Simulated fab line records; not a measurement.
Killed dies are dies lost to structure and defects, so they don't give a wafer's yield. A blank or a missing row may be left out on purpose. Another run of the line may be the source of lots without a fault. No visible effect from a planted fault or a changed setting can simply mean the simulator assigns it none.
Which of the tools did it? | flow n5-finfet | 11 lots, 31 wafers sampled, at 6 steps of a route of 1938

== WHAT THE GAUGES SHOWED, per wafer ==
N5_WELL_APT_CD_MEAS_08: target cd 200 nm. Usual: 199.9 nm for cd-nm, sd 1.3.
lot  | measured    | on        | cd-nm (nm)        | flag
L582 | day 1 13:45 | cd-sem-03 | 199.5 200.0 198.1 |
L583 | day 1 20:11 | cd-sem-03 | 199.2 199.6 199.1 |
L584 | day 2 01:47 | cd-sem-03 | 202.4 202.8 201.1 |
L586 | day 2 13:52 | cd-sem-03 | 199.3 200.0 201.4 |
L587 | day 2 19:42 | cd-sem-01 | 200.7 197.7       |
L588 | day 3 01:50 | cd-sem-02 | 198.2 199.2 199.1 |
L589 | day 3 07:49 | cd-sem-01 | 198.7 199.0 200.3 |
L591 | day 3 19:56 | cd-sem-03 | 203.1 202.6 200.2 |
L595 | day 4 20:08 | cd-sem-03 | 200.2 198.9       |
L604 | day 7 02:21 | cd-sem-02 | 200.2 198.3 199.6 |
L605 | day 7 07:41 | cd-sem-01 | 201.6 201.1 201.9 |

N5_WELL_APT_CD_MEAS_25: target cd 200 nm. Usual: 200.1 nm for cd-nm, sd 2.1.
lot  | measured    | on        | cd-nm (nm)        | flag
L582 | day 1 14:59 | cd-sem-03 | 200.9 201.4 200.5 |
L583 | day 1 21:28 | cd-sem-01 | 200.5 197.5 197.3 |
L584 | day 2 02:56 | cd-sem-01 | 200.4 197.1 197.0 |
L586 | day 2 14:59 | cd-sem-01 | 193.9 197.9 200.7 |
L587 | day 2 20:57 | cd-sem-03 | 197.3 197.2       |
L588 | day 3 03:20 | cd-sem-03 | 202.3 201.0 202.6 |
L589 | day 3 09:03 | cd-sem-03 | 197.9 194.0 199.2 |
L591 | day 3 21:16 | cd-sem-01 | 187.2 185.7 201.0 | OFF
L595 | day 4 21:31 | cd-sem-03 | 200.6 183.2       | OFF
L604 | day 7 04:37 | cd-sem-03 | 202.3 201.0 199.3 |
L605 | day 7 08:57 | cd-sem-03 | 203.1 200.3 201.3 |

N5_WELL_APT_INSPECT_27: inspects for defects (macro). Usual: 2.1 for raw-defect-count, sd 1.6.
lot  | measured    | on                | raw-defect-count | flag
L582 | day 1 15:02 | defect-inspect-01 | 2 1 3            |
L583 | day 1 21:32 | defect-inspect-02 | 3 3 1            |
L584 | day 2 02:59 | defect-inspect-01 | 2 2 3            |
L586 | day 2 15:02 | defect-inspect-01 | 4 0 1            |
L587 | day 2 21:00 | defect-inspect-01 | 1 3              |
L588 | day 3 03:23 | defect-inspect-01 | 0 1 3            |
L589 | day 3 09:07 | defect-inspect-02 | 4 2 0            |
L591 | day 3 21:19 | defect-inspect-02 | 3 2 3            |
L595 | day 4 21:34 | defect-inspect-02 | 3 0              |
L604 | day 7 04:40 | defect-inspect-01 | 2 5 2            |
L605 | day 7 09:00 | defect-inspect-02 | 1 5 1            |

N5_WELL_APT_INSPECT_38: inspects for defects (darkfield). Usual: 14 for raw-defect-count, sd 4.7.
lot  | measured    | on                | raw-defect-count | flag
L582 | day 1 16:56 | defect-inspect-01 | 10 21 15         |
L583 | day 1 23:24 | defect-inspect-01 | 15 16 15         |
L584 | day 2 04:43 | defect-inspect-02 | 7 10 9           |
L586 | day 2 16:49 | defect-inspect-01 | 9 17 21          |
L587 | day 2 23:05 | defect-inspect-02 | 21 14            |
L588 | day 3 05:06 | defect-inspect-01 | 8 11 4           |
L589 | day 3 11:10 | defect-inspect-01 | 26 11 20         |
L591 | day 3 23:32 | defect-inspect-02 | 12 9 9           |
L595 | day 4 23:16 | defect-inspect-01 | 22 16            |
L604 | day 7 07:10 | defect-inspect-02 | 14 13 11         |
L605 | day 7 10:59 | defect-inspect-01 | 23 12 13         |

N5_BEOL_M4_RC_MEAS_101. Usual: DIBL_N 37.2 mV/V, standard deviation 1.8; DIBL_P 37.5 mV/V, standard deviation 2.5; IOFF_N 0.17 nA/um, standard deviation 0.038; IOFF_P 0.24 nA/um, standard deviation 0.046; ION_N 681 uA/um, standard deviation 13; ION_P 469 uA/um, standard deviation 8.5; SS_N 71.7 mV/dec, standard deviation 0.6; SS_P 73.6 mV/dec, standard deviation 0.69; VT_N 249 mV, standard deviation 3.4; VT_P -248 mV, standard deviation 3.6.
lot  | measured     | on        | DIBL_N (mV/V)  | DIBL_P (mV/V)  | IOFF_N (nA/um) | IOFF_P (nA/um) | ION_N (uA/um) | ION_P (uA/um) | SS_N (mV/dec)  | SS_P (mV/dec)  | VT_N (mV)   | VT_P (mV)      | flag
L582 | day 7 19:19  | prober-01 | 37.7 37.1 34.6 | 36.6 35.3 33.2 | 0.20 0.16 0.14 | 0.28 0.25 0.22 | 690 673 667   | 478 466 463   | 72.4 71.7 70.9 | 73.8 73.3 72.3 | 248 251 252 | -245 -246 -245 |
L583 | day 7 23:09  | prober-02 | 34.2 35.2 36.5 | 33.7 34.3 36.2 | 0.12 0.14 0.16 | 0.18 0.20 0.23 | 651 661 690   | 450 456 474   | 70.9 71.7 71.4 | 72.6 73.1 73.9 | 255 253 248 | -254 -250 -247 |
L584 | day 8 19:02  | prober-01 | 36.3 38.8 39.1 | 38.2 41.6 42.1 | 0.15 0.20 0.21 | 0.24 0.31 0.31 | 671 689 699   | 469 476 483   | 72.0 72.7 73.4 | 74.3 73.8 75.4 | 252 247 247 | -246 -241 -244 |
L586 | day 8 21:31  | prober-02 | 36.7 37.9 40.3 | 36.6 37.4 40.6 | 0.16 0.17 0.22 | 0.24 0.26 0.33 | 676 683 685   | 470 478 479   | 72.1 71.4 73.2 | 73.6 73.4 75.0 | 251 247 244 | -246 -243 -242 |
L587 | day 9 13:37  | prober-01 | 40.1 33.7      | 41.0 32.9      | 0.24 0.11      | 0.39 0.21      | 707 665       | 491 469       | 72.4 70.6      | 75.2 73.3      | 242 255     | -239 -247      |
L588 | day 9 16:40  | prober-01 | 39.1 37.0 39.6 | 38.5 35.3 40.7 | 0.22 0.15 0.25 | 0.26 0.20 0.31 | 691 679 717   | 472 460 486   | 72.0 71.6 71.7 | 73.5 73.3 74.1 | 243 249 241 | -247 -252 -246 |
L589 | day 9 15:11  | prober-01 | 36.2 39.7 35.6 | 34.9 37.8 34.2 | 0.14 0.18 0.13 | 0.18 0.23 0.18 | 685 669 669   | 470 459 460   | 70.5 71.6 71.5 | 73.3 73.9 73.2 | 251 249 250 | -253 -250 -253 |
L591 | day 10 15:47 | prober-01 | 36.1 38.9 36.3 | 39.2 41.4 38.1 | 0.18 0.24 0.17 | 0.24 0.29 0.22 | 684 694 670   | 465 478 459   | 72.3 72.1 72.2 | 74.3 75.1 73.6 | 249 244 253 | -248 -245 -251 |
L595 | day 11 17:19 | prober-02 | 37.9 38.5      | 39.6 39.9      | 0.19 0.20      | 0.26 0.26      | 683 701       | 477 482       | 71.3 71.7      | 73.6 73.7      | 247 247     | -245 -248      |
L604 | day 13 07:25 | prober-01 | 36.3 38.2 33.9 | 36.7 38.6 33.7 | 0.16 0.20 0.13 | 0.23 0.26 0.19 | 683 699 671   | 468 476 461   | 71.2 72.2 71.0 | 73.2 73.8 73.2 | 248 248 252 | -248 -248 -251 |
L605 | day 13 10:23 | prober-02 | 36.8 37.9 37.2 | 36.5 38.9 37.1 | 0.16 0.18 0.15 | 0.23 0.25 0.23 | 674 683 671   | 467 465 462   | 72.0 71.8 72.8 | 72.8 73.7 73.4 | 250 247 253 | -247 -248 -248 |

== WHAT TOOL EACH LOT RAN ON (gives the tool, then ch and the chambers of the sampled wafers, and finally the start) ==
lot  | N5_WELL_APT_EXPOSE_22
L582 | krf-scanner-02 ch 0, day 1 14:49
L583 | krf-scanner-01 ch 0, day 1 21:19
L584 | krf-scanner-01 ch 0, day 2 02:46
L586 | krf-scanner-01 ch 0, day 2 14:49
L587 | krf-scanner-02 ch 0, day 2 20:47
L588 | krf-scanner-02 ch 0, day 3 03:10
L589 | krf-scanner-01 ch 0, day 3 08:53
L591 | krf-scanner-02 ch 0, day 3 21:06
L595 | krf-scanner-02 ch 0, day 4 21:20
L604 | krf-scanner-01 ch 0, day 7 04:26
L605 | krf-scanner-02 ch 0, day 7 08:47
- N5_WELL_APT_EXPOSE_22: exposes mask PWELL, defocus 0 nm, target cd 200 nm.

== WHAT THE TOOLS THEMSELVES READ (means of the sampled wafers that have a number; where no wafer has one, the mark that the record gives instead) ==
The record holds no such reading with a usual standard deviation.

== THE ANSWER, worked out from the rows above alone ==
Rule: take the mean of a lot's wafers that have a number; if it is more than 3 standard deviations from the usual mean, the lot is off. A lot without any number at a reading at which 4 lots or more have one is off too. Any other lot the step has rows for is counted as sound. The gauges are gone through in route order, then the tools' own readings, and for those a lot's mean is taken as printed above. At the first step where some lot is off, the reading lying furthest off is the one used; lots without a number count as furthest.
Off at N5_WELL_APT_CD_MEAS_25 (cd-nm): L591, L595.
A tool fits if, at a process step before that reading, it ran every lot that is off, and no sound lot after the first of them. Those tools and the gauges at N5_WELL_APT_CD_MEAS_25 are tried in the same way. Not one of the candidates tried fits.

== WHAT THE SIMULATOR HAD PUT IN ==
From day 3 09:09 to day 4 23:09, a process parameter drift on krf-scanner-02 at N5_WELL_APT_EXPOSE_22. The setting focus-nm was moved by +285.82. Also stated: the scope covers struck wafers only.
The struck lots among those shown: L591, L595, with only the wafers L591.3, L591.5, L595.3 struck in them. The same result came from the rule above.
